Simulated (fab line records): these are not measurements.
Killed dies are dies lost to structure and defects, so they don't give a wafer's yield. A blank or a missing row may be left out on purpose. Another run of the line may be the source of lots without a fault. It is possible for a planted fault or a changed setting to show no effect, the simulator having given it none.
Matching of chambers | flow n5-finfet | N5_MIM_TOP_LITHO_DESCUM_10 on rie-diel-02 has 4 sister chambers
The step chemistry O2, time 7.9 s. 8 wafers are shown with their chamber, then 7 later ones without.

WAFERS PAIRED WITH THEIR CHAMBERS
wafer  | chamber | oes-product-au (a.u.) | drypump-motor-current-A (A)
L447.1 | 2       | 0.84                  | 5.7
L447.5 | 0       | 0.83                  | 5.5
L451.5 | 2       | 0.85                  | 5.8
L454.2 | 1       | 0.74                  | 6.4
L454.4 | 3       | 0.87                  | 6.1
L454.6 | 1       | 0.74                  | 6.3
L453.1 | 3       | 0.88                  | 6.1
L453.4 | 0       | 0.83                  | 5.6

WAFERS WITHOUT THEIR CHAMBER
wafer  | oes-product-au (a.u.) | drypump-motor-current-A (A)
L453.6 | 0.86                  | 6.1
L460.1 | 0.81                  | 5.5
L460.3 | 0.85                  | 6.1
L460.4 | 0.86                  | 6.2
L468.2 | 0.78                  | 5.5
L468.4 | 0.80                  | 5.8
L468.5 | 0.83                  | 6.1

THE CHAMBER EACH PASSED THROUGH
wafer  | from the rows above     | in truth
L453.6 | 3                       | 3
L460.1 | 0                       | 0
L460.3 | can't be placed: 3 or 2 | 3
L460.4 | 3                       | 3
L468.2 | 0                       | 0
L468.4 | can't be placed: 0 or 2 | 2
L468.5 | 2                       | 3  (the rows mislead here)
Correct placement for 4 of the 7. Cannot be placed on the basis of these rows: 2; the candidates contain the true chamber in 2. Number placed wrongly: 1.
How it was worked out, from the rows above alone: a wafer's distance from a chamber is the root of the sum, over the readings, of the square of ((its reading less the chamber's mean) divided by the reading's scatter). If the next closest chamber is less than 2 further off than the closest, the wafer can't be placed; otherwise it belongs to the closest. The mean given for a chamber averages the wafers shown for that chamber. The scatter: take each reading less its chamber's mean, square it, sum over the shown wafers, divide by the number of wafers less the number of chambers, and take the root.
